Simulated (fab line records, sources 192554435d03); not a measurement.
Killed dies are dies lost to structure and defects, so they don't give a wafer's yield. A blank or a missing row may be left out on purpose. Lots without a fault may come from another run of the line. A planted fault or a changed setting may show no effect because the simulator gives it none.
Which tool did it? | flow n5_finfet | 12 lots, 36 wafers sampled, at 4 steps of a route of 1938

WHAT THE GAUGES READ, wafer by wafer
N5_MOL_CONTACT_COAG_CD_MEAS_84: target cd 25.1 nm.
lot  | measured     | on        | cd_nm (nm)
L075 | day 5 11:59  | cd_sem-03 | 25.66 25.00 25.27
L077 | day 5 18:10  | cd_sem-03 | 25.00 24.77 25.00
L079 | day 6 09:16  | cd_sem-01 | 25.27 25.20 25.45
L081 | day 6 18:10  | cd_sem-03 | 24.84 25.09 25.33
L083 | day 7 10:11  | cd_sem-02 | 25.25 25.07 25.15
L085 | day 8 00:37  | cd_sem-01 | 24.90 25.15 24.69
L087 | day 8 03:46  | cd_sem-01 | 24.80 25.22 25.26
L089 | day 8 23:00  | cd_sem-03 | 25.64 24.87 25.39
L091 | day 9 10:47  | cd_sem-02 | 25.06 24.76 24.89
L093 | day 9 19:31  | cd_sem-01 | 25.45 25.26 25.02
L095 | day 10 08:25 | cd_sem-03 | 25.30 25.04 24.99
L097 | day 10 18:55 | cd_sem-01 | 25.31 24.86 25.01

WHICH TOOL RAN EACH LOT (tool, then ch and the chambers of the sampled wafers, then the start)
lot  | N5_MOL_CONTACT_COAG_TI_SIL_19 | N5_MOL_CONTACT_COAG_CO_FILL_22  | N5_MOL_CONTACT_COAG_ALD_123
L075 | pvd_sputter-01, day 5 04:50   | cvd_co-02 ch 0,2, day 5 06:16   | ald_sin-03 ch 2,3, day 5 11:01
L077 | pvd_sputter-03, day 5 10:12   | cvd_co-01 ch 1,2, day 5 11:22   | ald_sin-03 ch 0,2,3, day 5 17:06
L079 | pvd_sputter-02, day 6 01:54   | cvd_co-01 ch 0,1,2, day 6 02:49 | ald_sin-01 ch 0,1,3, day 6 08:17
L081 | pvd_sputter-03, day 6 10:15   | cvd_co-02 ch 0,2, day 6 11:23   | ald_sin-01 ch 0,3, day 6 17:19
L083 | pvd_sputter-03, day 6 23:52   | cvd_co-01 ch 0,1,2, day 7 03:18 | ald_sin-04 ch 1,2,3, day 7 09:20
L085 | pvd_sputter-02, day 7 14:41   | cvd_co-02 ch 1,2, day 7 17:43   | ald_sin-03 ch 0,2,3, day 7 23:46
L087 | pvd_sputter-02, day 7 20:28   | cvd_co-02 ch 0,1,2, day 7 21:46 | ald_sin-04 ch 0,1,2, day 8 02:55
L089 | pvd_sputter-03, day 8 13:13   | cvd_co-02 ch 0,1,2, day 8 17:10 | ald_sin-03 ch 0,1,3, day 8 22:02
L091 | pvd_sputter-02, day 9 01:28   | cvd_co-01 ch 0,1,2, day 9 03:00 | ald_sin-01 ch 1,2,3, day 9 09:48
L093 | pvd_sputter-02, day 9 11:12   | cvd_co-02 ch 0,1, day 9 12:10   | ald_sin-03 ch 0,2, day 9 18:32
L095 | pvd_sputter-01, day 9 23:23   | cvd_co-02 ch 1,2, day 10 00:52  | ald_sin-01 ch 0,1,2, day 10 07:34
L097 | pvd_sputter-02, day 10 11:07  | cvd_co-01 ch 0,1, day 10 12:31  | ald_sin-04 ch 0,2,3, day 10 18:04
- N5_MOL_CONTACT_COAG_TI_SIL_19: material Ti, target thk 4.2 nm, time 15 s.
- N5_MOL_CONTACT_COAG_CO_FILL_22: material Co, precursor CCTBA/H2, target thk 20 nm.
- N5_MOL_CONTACT_COAG_ALD_123: deposits SiNx, target thk 5 nm, pulse time 1 s, purge time 2 s.

THE ANSWER, worked out from the rows above alone
Rule: what is usual is taken from the lots themselves. Put in order of their means at a reading, lots are off if they are a third of the lots or fewer, leave a main group of 4 or more, and stand apart from it by a gap of 3 or more times the standard deviation of the main group's means; of several such gaps the widest counts. A main group whose means are all the same, to the digits that the tables above print for the reading, isn't used. A lot without any number at a reading at which 4 lots or more have one is off too. The other lots that the step has rows for count as sound.
No lot is off at any reading shown: from this, nothing can be told.

WHAT THE SIMULATOR HAD PUT IN
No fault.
